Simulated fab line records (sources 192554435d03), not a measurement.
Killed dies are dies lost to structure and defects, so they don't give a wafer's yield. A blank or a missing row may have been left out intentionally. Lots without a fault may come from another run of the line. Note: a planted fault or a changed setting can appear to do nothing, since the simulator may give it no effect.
Split-lot trial    flow n5Finfet    21 wafers read from 7 lots, route of 1938 steps

## ON THE SPLIT
At N5_BEOL_M5_COAT_05 (resist thk 30 nm), the setting spinRpm was moved away from the recipe's 1500 rpm on 5 of the 21 wafers read, by +4.7% to +9.5%. All remaining wafers had this setting at the recipe value.

Reading taken at the split's own step.

## THE READING
CAR-EUV_of_BEOL_M5_COAT_05.thkNm (the simulator's own value, which no gauge read), in nm, at N5_BEOL_M5_COAT_05 (resist thk 30 nm). The file does not state a usual value for it. Across the 16 wafers here that went through the recipe, the average is 30.1 nm and the standard deviation 0.12 nm.

wafer   tool, chamber at the split  spinRpm as run, rpm  against the recipe  CAR-EUV_of_BEOL_M5_COAT_05.thkNm, nm  against lot-mates on the recipe
L075.1  lithoTrack-02, 0            1500                 recipe              30                                    -
L075.2  lithoTrack-02, 0            1500                 recipe              30                                    -
L075.3  lithoTrack-02, 0            1500                 recipe              30.2                                  -
L076.1  lithoTrack-02, 0            1570                 +4.7%               29.6                                  -0.4
L076.2  lithoTrack-02, 0            1570                 +4.7%               29.6                                  -0.4
L076.6  lithoTrack-02, 0            1500                 recipe              30                                    -
L077.4  lithoTrack-04, 0            1500                 recipe              30                                    -
L077.5  lithoTrack-04, 0            1500                 recipe              30.2                                  -
L077.6  lithoTrack-04, 0            1500                 recipe              30.2                                  -
L080.1  lithoTrack-04, 0            1500                 recipe              30.2                                  -
L080.5  lithoTrack-04, 0            1500                 recipe              30.2                                  -
L080.6  lithoTrack-04, 0            1500                 recipe              30.2                                  -
L085.1  lithoTrack-05, 0            1643                 +9.5%               28.6                                  -1.4
L085.2  lithoTrack-05, 0            1643                 +9.5%               28.6                                  -1.4
L085.5  lithoTrack-05, 0            1500                 recipe              30                                    -
L095.1  lithoTrack-02, 0            1500                 recipe              30                                    -
L095.3  lithoTrack-02, 0            1500                 recipe              30                                    -
L095.6  lithoTrack-02, 0            1500                 recipe              30                                    -
L096.1  lithoTrack-02, 0            1597                 +6.5%               29                                    -0.9
L096.4  lithoTrack-02, 0            1500                 recipe              29.8                                  -
L096.6  lithoTrack-02, 0            1500                 recipe              30                                    -

FIT RESULTS
A straight line over all 21 wafers: CAR-EUV_of_BEOL_M5_COAT_05.thkNm changes by -0.148 nm for each +1% of spinRpm; r = -0.97; the points scatter about the line by 0.13 nm.
The same after taking each lot's own level away (the mean of its wafers on the recipe; 21 wafers): -0.138 nm for each +1%; r = -0.98; scatter 0.1 nm.
Per that fit: largest spinRpm move, reading shift of 1.3 nm.
Across the lots, their own levels run from 29.90 to 30.20 nm, a range of 2.6 times the standard deviation given above.
Consequently the slope shifts little with the lot-to-lot level, the two slopes agreeing.
Check: for one of the wafers moved furthest among these (+9.5%), held out of the fit, the line's prediction against its lot-mates is -1.24 nm. It came out at -1.4 nm against them.

## OTHER SPLITS APPLIED TO THESE WAFERS
These wafers also went through other splits before the reading. Each is held against what the fit with the lots' levels taken away leaves over:
other split on the same wafers     wafers away from the commonest value  r with CAR-EUV_of_BEOL_M5_COAT_05.thkNm (lot level and that fit taken away)
N5_BEOL_M1_COAT_05 spinRpm         7                                     -0.05
N5_BEOL_M3_COAT_05 spinRpm         6                                     -0.31
N5_BEOL_M4_TRENCH_ETCH_37 sourceW  8                                     -0.20

## FILE'S OWN FIT
CAR-EUV_of_BEOL_M5_COAT_05.thkNm changes by -0.136 nm for each +1% of spinRpm, r = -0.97.
